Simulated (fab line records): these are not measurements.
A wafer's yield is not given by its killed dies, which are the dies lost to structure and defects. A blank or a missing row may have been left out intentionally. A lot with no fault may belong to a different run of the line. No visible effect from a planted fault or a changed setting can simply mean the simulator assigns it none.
Matching of chambers / flow n5-finfet / N5_BEOL_M9_CURE_71 on uv-cure-01 has 3 sister chambers
The step cures SiCOH lowk, time 240 s. 3 wafers are shown with their chamber, then 12 later ones without.

== WAFERS PAIRED WITH THEIR CHAMBERS ==
wafer=L081.6 chamber=2 wafer_temp_C_max=388.0
wafer=L088.3 chamber=0 wafer_temp_C_max=386.6
wafer=L086.4 chamber=1 wafer_temp_C_max=386.2

== WAFERS WHOSE CHAMBER IS MISSING ==
wafer=L090.1 wafer_temp_C_max=387.4
wafer=L090.2 wafer_temp_C_max=387.2
wafer=L090.5 wafer_temp_C_max=386.5
wafer=L091.3 wafer_temp_C_max=386.7
wafer=L091.4 wafer_temp_C_max=386.4
wafer=L091.6 wafer_temp_C_max=386.3
wafer=L095.2 wafer_temp_C_max=386.3
wafer=L095.3 wafer_temp_C_max=386.4
wafer=L095.6 wafer_temp_C_max=386.1
wafer=L097.3 wafer_temp_C_max=387.6
wafer=L097.4 wafer_temp_C_max=386.7
wafer=L097.6 wafer_temp_C_max=387.2

== WHICH CHAMBER EACH WENT THROUGH ==
wafer=L090.1; from the rows above=can't be placed: 2 or 0 or 1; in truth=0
wafer=L090.2; from the rows above=can't be placed: 0 or 2 or 1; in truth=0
wafer=L090.5; from the rows above=can't be placed: 0 or 1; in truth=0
wafer=L091.3; from the rows above=can't be placed: 0 or 1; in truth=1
wafer=L091.4; from the rows above=can't be placed: 1 or 0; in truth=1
wafer=L091.6; from the rows above=can't be placed: 1 or 0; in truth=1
wafer=L095.2; from the rows above=can't be placed: 1 or 0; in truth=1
wafer=L095.3; from the rows above=can't be placed: 1 or 0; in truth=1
wafer=L095.6; from the rows above=can't be placed: 1 or 0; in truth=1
wafer=L097.3; from the rows above=can't be placed: 2 or 0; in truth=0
wafer=L097.4; from the rows above=can't be placed: 0 or 1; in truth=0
wafer=L097.6; from the rows above=can't be placed: 0 or 2 or 1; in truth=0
Correct placement for 0 of the 12. Unplaceable from these rows: 12, with the true chamber sitting among the candidates in 12. Number placed wrongly: 0.
How it was worked out, from the rows above alone: a wafer's distance from a chamber is the root of the sum, over the readings, of the square of ((its reading less the chamber's mean) divided by the reading's scatter). The wafer belongs to the nearest chamber; if the next one is less than 2 further off, it can't be placed. The mean given for a chamber averages the wafers shown for that chamber. The scatter (one wafer shown for each chamber): square how far every hidden wafer sits from the nearest shown wafer, average those squares and take the square root.
